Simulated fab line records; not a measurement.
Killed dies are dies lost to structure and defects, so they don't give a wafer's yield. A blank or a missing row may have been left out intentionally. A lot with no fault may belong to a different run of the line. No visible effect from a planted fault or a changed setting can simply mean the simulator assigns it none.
Matching of chambers :: flow n5 finfet :: 4 sister chambers for N5_STI_FIN_REVEAL_ALD_00 on ald sin-03
The step deposits SiO2, target thk 1 nm, pulse time 1 s. 4 wafers are shown with their chamber, then 8 later ones without.

== EACH WAFER AND ITS CHAMBER ==
wafer: L084.1
chamber: 3
heater power w (W): 492

wafer: L084.3
chamber: 1
heater power w (W): 486

wafer: L084.4
chamber: 0
heater power w (W): 477

wafer: L086.2
chamber: 2
heater power w (W): 513

== WAFERS WHOSE CHAMBER IS MISSING ==
wafer: L086.4
heater power w (W): 485

wafer: L086.6
heater power w (W): 498

wafer: L094.2
heater power w (W): 496

wafer: L094.3
heater power w (W): 522

wafer: L094.5
heater power w (W): 486

wafer: L095.1
heater power w (W): 490

wafer: L095.4
heater power w (W): 518

wafer: L095.5
heater power w (W): 483

== CHAMBER TAKEN BY EACH ==
wafer: L086.4
from the rows above: can't be placed: 1 or 3 or 0
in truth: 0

wafer: L086.6
from the rows above: can't be placed: 3 or 1 or 2
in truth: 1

wafer: L094.2
from the rows above: can't be placed: 3 or 1
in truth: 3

wafer: L094.3
from the rows above: 2
in truth: 2

wafer: L094.5
from the rows above: can't be placed: 1 or 3 or 0
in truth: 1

wafer: L095.1
from the rows above: can't be placed: 3 or 1
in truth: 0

wafer: L095.4
from the rows above: 2
in truth: 2

wafer: L095.5
from the rows above: can't be placed: 1 or 0 or 3
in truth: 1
2 of 8 placed correctly. These rows do not allow placing 6 (true chamber among the candidates in 5). 0 placed wrongly.
How it was worked out, from the rows above alone: a wafer's distance from a chamber is the root of the sum, over the readings, of the square of ((its reading less the chamber's mean) divided by the reading's scatter). If the next closest chamber is less than 2 further off than the closest, the wafer can't be placed; otherwise it belongs to the closest. The mean given for a chamber averages the wafers shown for that chamber. The scatter (one wafer shown for each chamber): square how far every hidden wafer sits from the nearest shown wafer, average those squares and take the square root.
